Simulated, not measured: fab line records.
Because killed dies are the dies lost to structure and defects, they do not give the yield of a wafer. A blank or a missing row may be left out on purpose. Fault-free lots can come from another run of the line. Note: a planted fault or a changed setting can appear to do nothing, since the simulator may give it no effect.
Lot-split experiment ; flow n5 finfet ; on a route of 1938 steps: 7 lots, 21 wafers read

## ON THE SPLIT
At N5_BEOL_M14_PEB_26 (peb time 90 s), the setting peb temp c was moved away from the recipe's 130 C on 7 of the 21 wafers read, by -0.9% to +2.2%. The other wafers ran this setting at the recipe's value.

## FROM THE SPLIT TO THE READING: what the file shows between them, 2 steps
- N5_BEOL_M14_DEVELOP_27: develop time 45 s
- N5_BEOL_M14_HARDBAKE_32: time 120 s

## THE READING
cd nm (nm) at N5_BEOL_M14_CD_MEAS_28, where the cd target is 284.4 nm. A value of 284.5 nm with a standard deviation of 1.8 nm is what fault-free wafers of this fab line usually give.

wafer;tool, chamber at the split;peb temp c as run, C;against the recipe;cd nm, nm;against lot-mates on the recipe
L077.2;litho track-02, 0;130;recipe;284.9;-
L077.3;litho track-02, 0;128.8;-0.9%;277.5;-7.3
L077.5;litho track-02, 0;130;recipe;284.7;-
L079.2;litho track-03, 0;131.9;+1.5%;292.1;+6.0
L079.4;litho track-03, 0;130;recipe;286.1;-
L079.6;litho track-03, 0;131.9;+1.5%;292.7;+6.6
L081.4;litho track-02, 0;130;recipe;283.9;-
L081.5;litho track-02, 0;130;recipe;289.3;-
L081.6;litho track-02, 0;130;recipe;285.1;-
L083.2;litho track-01, 0;130;recipe;284.3;-
L083.3;litho track-01, 0;130;recipe;284.2;-
L083.5;litho track-01, 0;130;recipe;282.0;-
L084.1;litho track-02, 0;130;recipe;286.3;-
L084.4;litho track-02, 0;130;recipe;282.5;-
L084.6;litho track-02, 0;132.6;+2.0%;293.7;+9.3
L090.3;litho track-01, 0;130;recipe;284.9;-
L090.4;litho track-01, 0;130;recipe;286.2;-
L090.5;litho track-01, 0;131.5;+1.2%;292.9;+7.4
L092.1;litho track-03, 0;132.8;+2.2%;295.8;+11.8
L092.2;litho track-03, 0;130;recipe;284.0;-
L092.4;litho track-03, 0;132.8;+2.2%;295.1;+11.1

THE FIT
A straight line over all 21 wafers: cd nm changes by +5.21 nm for each +1% of peb temp c; r = +0.94; the points scatter about the line by 1.7 nm.
The same after taking each lot's own level away (the mean of its wafers on the recipe; 21 wafers): +5.26 nm for each +1%; r = +0.96; scatter 1.4 nm.
Per that fit: largest peb temp c move, reading shift of 11 nm.
Across the lots, their own levels run from 283.50 to 286.10 nm, a range of 1.4 times the standard deviation given above.
The two slopes are in agreement: the lot-to-lot level therefore moves the slope only a little.
Check: for one of the wafers moved furthest among these (+2.2%), held out of the fit, the line's prediction against its lot-mates is +10.9 nm. Against them it came out at +11.8 nm.

## THE WHOLE CHAIN: every reading that the file lists as answering this split, in the file's order
step;what it does;reading;change (the file's fit);r (the file's)
N5_BEOL_M14_CD_MEAS_28;target cd 284.4 nm;cd nm;+5.24 nm for each +1% of the setting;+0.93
N5_BEOL_M14_DESCUM_33;chemistry O2, time 7.9 s;BEOL_M14.cd nm (the simulator's own value, which no gauge read);+5.11 nm for each +1% of the setting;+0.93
N5_BEOL_M14_ETCH_67;etches SiARC in CF4, target depth 143 nm, time 238.3 s;BEOL_M14.cd nm (the simulator's own value, which no gauge read);+5.03 nm for each +1% of the setting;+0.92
N5_BEOL_M14_ETCH_68;etches SOC in N2/H2, time 450 s;BEOL_M14.cd nm (the simulator's own value, which no gauge read);+5.7 nm for each +1% of the setting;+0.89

## FILE'S OWN FIT
cd nm changes by +5.24 nm for each +1% of peb temp c, r = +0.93.
